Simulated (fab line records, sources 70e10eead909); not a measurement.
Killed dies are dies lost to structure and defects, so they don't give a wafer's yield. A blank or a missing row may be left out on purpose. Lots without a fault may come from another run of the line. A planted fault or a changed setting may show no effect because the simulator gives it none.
Chamber matching | flow nand_harc | NHARC_A_BLC_DESCUM_15 on rie_diel-08: 4 sister chambers
The step chemistry O2, time 3 s. 4 wafers are shown with their chamber, then 8 later ones without.

WAFERS WITH THEIR CHAMBER
wafer  | chamber | showerhead_plenum_p_Torr (Torr)
L686.3 | 1       | 2.03
L693.6 | 3       | 1.77
L694.1 | 2       | 1.90
L701.1 | 0       | 2.00

WAFERS WITHOUT THEIR CHAMBER
wafer  | showerhead_plenum_p_Torr (Torr)
L701.3 | 1.89
L701.6 | 2.00
L703.1 | 2.00
L703.4 | 1.77
L703.6 | 1.77
L707.2 | 2.02
L707.4 | 1.89
L707.5 | 1.89

WHICH CHAMBER EACH WENT THROUGH
wafer  | from the rows above     | in truth
L701.3 | 2                       | 2
L701.6 | 0                       | 0
L703.1 | 0                       | 0
L703.4 | 3                       | 3
L703.6 | 3                       | 3
L707.2 | can't be placed: 1 or 0 | 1
L707.4 | 2                       | 2
L707.5 | 2                       | 2
Placed correctly: 7 of 8. Can't be placed from these rows: 1 (the true chamber is among the candidates in 1). Placed wrongly: 0.
How it was worked out, from the rows above alone: a wafer's distance from a chamber is the root of the sum, over the readings, of the square of ((its reading less the chamber's mean) divided by the reading's scatter). The wafer belongs to the nearest chamber; if the next one is less than 2 further off, it can't be placed. A chamber's mean is the mean of its shown wafers. The scatter: with one shown wafer a chamber, the root of the mean of the squares of how far each hidden wafer lies from its nearest shown one.
